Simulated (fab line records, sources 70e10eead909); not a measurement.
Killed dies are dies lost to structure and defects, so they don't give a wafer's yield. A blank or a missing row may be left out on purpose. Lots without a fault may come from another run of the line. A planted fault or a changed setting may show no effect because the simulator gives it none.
A struck lot beside a sound one | flow nand_harc | 14 steps out of a route of 1302
Sound: wafers L925.1, L925.2, L925.6. Struck: wafers L929.2, L929.3. (L929.4 of the same lot was not struck and is left out.) The cause comes at the end.
At each step with rows: each side's tool, then ch and its chambers, then its first start. Under that, the readings that differ: sound wafers | struck wafers | difference of the means | sigmas: that difference in standard deviations of wafers without a fault.
alike: readings whose means differ by less than 2 such deviations, and words and numbers that are the same on both sides. not compared: withheld readings, readings that some wafer has no value for, bounds like >300 that may hide the same value, and numbers for which the record gives no deviation and whose values overlap.
The two part at a step that has a row with sigmas, a row that says differs or no value, or rows on one side only. Numbers that don't overlap but have no deviation are shown without sigmas and don't part them. A reading that every wafer of one side lacks parts them only if that side has two wafers or more.

NHARC_A_CHANNEL_FILL_D2_ALD_15: deposits SiNx, target thk 2 nm, pulse time 60 s, ald cycles 19.
  sound on ald_sin_batch-01 ch 0; struck on ald_sin_batch-01 ch 0
  alike: precursor_pulse_height_rel
  not compared: ald_cycles
NHARC_A_CHANNEL_FILL_D2_ALD_16: deposits SiO2, target thk 1.5 nm, pulse time 10 s, ald cycles 15.
  sound on ald_hk-03 ch 0,1,3, day 16 04:20; struck on ald_hk-04 ch 2,3, day 18 08:39
  alike: heater_power_w, precursor_pulse_height_rel
  not compared: ald_cycles
then, 2 steps without rows for these wafers: NHARC_A_CHANNEL_FILL_D2_ANNEAL_17 (time 1800 s); NHARC_A_CHANNEL_FILL_D2_CVD_18 (deposits poly-Si, target thk 3 nm).
NHARC_A_CHANNEL_FILL_D2_ETCHBACK_19: etches the open film in HBr/Cl2, target depth 5 nm, time 1.7 s.
  sound on rie_si-06 ch 0,1,3, day 16 17:37; struck on rie_si-06 ch 0,2, day 18 20:04
  alike: bias_w, drypump_motor_current_A, oes_product_au, throttle_valve_pct
  not compared: rf_hours_counter_h
NHARC_A_CHANNEL_FILL_D2_ETCHBACK_20: etches the open film in C4F8/O2/Ar, target depth 27 nm, time 13.5 s.
  sound on rie_diel-06 ch 2,3, day 16 17:47; struck on rie_diel-07 ch 1,2, day 18 20:11
  reading               | sound          | struck    | difference | sigmas
  oes_product_au (a.u.) | 1.01 0.99 1.00 | 0.90 0.92 | -0.09      | -3
  alike: bias_w, rf_vpp_V
  not compared: rf_hours_counter_h
NHARC_A_CHANNEL_FILL_D2_STRIP_28: strips in O2, time 20 s.
  sound on rie_diel-06 ch 1,3, day 16 17:52; struck on rie_diel-07 ch 0,3, day 18 20:16
  alike: drypump_motor_current_A, oes_product_au, rf_vpp_V, showerhead_plenum_p_Torr, throttle_valve_pct
  not compared: rf_hours_counter_h
then, 4 steps without rows for these wafers: NHARC_A_CHANNEL_FILL_D2_PRECLEAN_21 (cleans in dHF, time 30 s); NHARC_A_CHANNEL_FILL_D2_SRD_23; NHARC_A_CHANNEL_FILL_D2_CVD_05 (deposits poly-Si, target thk 5 nm); NHARC_A_CHANNEL_FILL_D2_ANNEAL_22 (time 7200 s).
NHARC_A_CHANNEL_FILL_D2_THK_MEAS_06: measures by ellipsometry.
  sound on film_metro-02, day 17 05:14; struck on film_metro-01, day 19 08:00
  alike: thk_nm
NHARC_A_CHANNEL_FILL_D2_ALD_25: deposits SiOx, target thk 60 nm, pulse time 10 s, ald cycles 600.
  sound on ald_hk-02 ch 0,2, day 17 08:50; struck on ald_hk-02 ch 1,3, day 19 08:40
  reading    | sound       | struck  | difference | sigmas
  ald_cycles | 600 600 600 | 423 423 | -177       |
  alike: heater_power_w, precursor_pulse_height_rel
then, 1 step without rows for these wafers: NHARC_A_CHANNEL_FILL_D2_ETCHBACK_08 (etches the open film in C4F8, target depth 220 nm, time 110 s).

WHERE THEY PART
Only at NHARC_A_CHANNEL_FILL_D2_ETCHBACK_20, within this record. Later steps at which nothing parts them and some readings are alike: NHARC_A_CHANNEL_FILL_D2_STRIP_28, NHARC_A_CHANNEL_FILL_D2_THK_MEAS_06, NHARC_A_CHANNEL_FILL_D2_ALD_25.

WHY: what the simulator had put in
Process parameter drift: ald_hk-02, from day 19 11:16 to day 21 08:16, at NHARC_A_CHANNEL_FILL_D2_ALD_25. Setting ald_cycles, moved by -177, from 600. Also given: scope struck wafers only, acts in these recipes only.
